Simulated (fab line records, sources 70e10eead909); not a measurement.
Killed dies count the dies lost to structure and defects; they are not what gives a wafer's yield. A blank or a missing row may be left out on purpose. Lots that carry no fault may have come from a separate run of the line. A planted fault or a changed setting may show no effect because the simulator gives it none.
Chamber matching | flow nand harc | NHARC_P_BONDPAD_DESCUM_11 on rie diel-07: 4 sister chambers
The step chemistry O2, time 3 s. 4 wafers are shown with their chamber, then 7 later ones without.

WAFERS WITH THEIR CHAMBER
wafer  | chamber | oes product au (a.u.)
L088.4 | 1       | 0.999
L088.6 | 3       | 1.001
L092.3 | 2       | 1.000
L092.4 | 0       | 0.991

WAFERS WHOSE CHAMBER IS MISSING
wafer  | oes product au (a.u.)
L092.5 | 1.004
L094.4 | 1.002
L094.5 | 1.003
L094.6 | 1.008
L096.1 | 1.000
L096.4 | 1.014
L096.5 | 0.996

EACH ONE'S CHAMBER
wafer  | from the rows above               | in truth
L092.5 | can't be placed: 3 or 2 or 1 or 0 | 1
L094.4 | can't be placed: 3 or 2 or 1 or 0 | 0
L094.5 | can't be placed: 3 or 2 or 1 or 0 | 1
L094.6 | can't be placed: 3 or 2 or 1 or 0 | 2
L096.1 | can't be placed: 2 or 3 or 1 or 0 | 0
L096.4 | can't be placed: 3 or 2 or 1 or 0 | 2
L096.5 | can't be placed: 1 or 2 or 3 or 0 | 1
Correctly placed: 0 of 7. Can't be placed from these rows: 7 (the true chamber is among the candidates in 7). 0 placed wrongly.
How it was worked out, from the rows above alone: a wafer's distance from a chamber is the root of the sum, over the readings, of the square of ((its reading less the chamber's mean) divided by the reading's scatter). If the next closest chamber is less than 2 further off than the closest, the wafer can't be placed; otherwise it belongs to the closest. For every chamber, the mean is computed from those of its wafers that are shown. The scatter: with one shown wafer a chamber, the root of the mean of the squares of how far each hidden wafer lies from its nearest shown one.
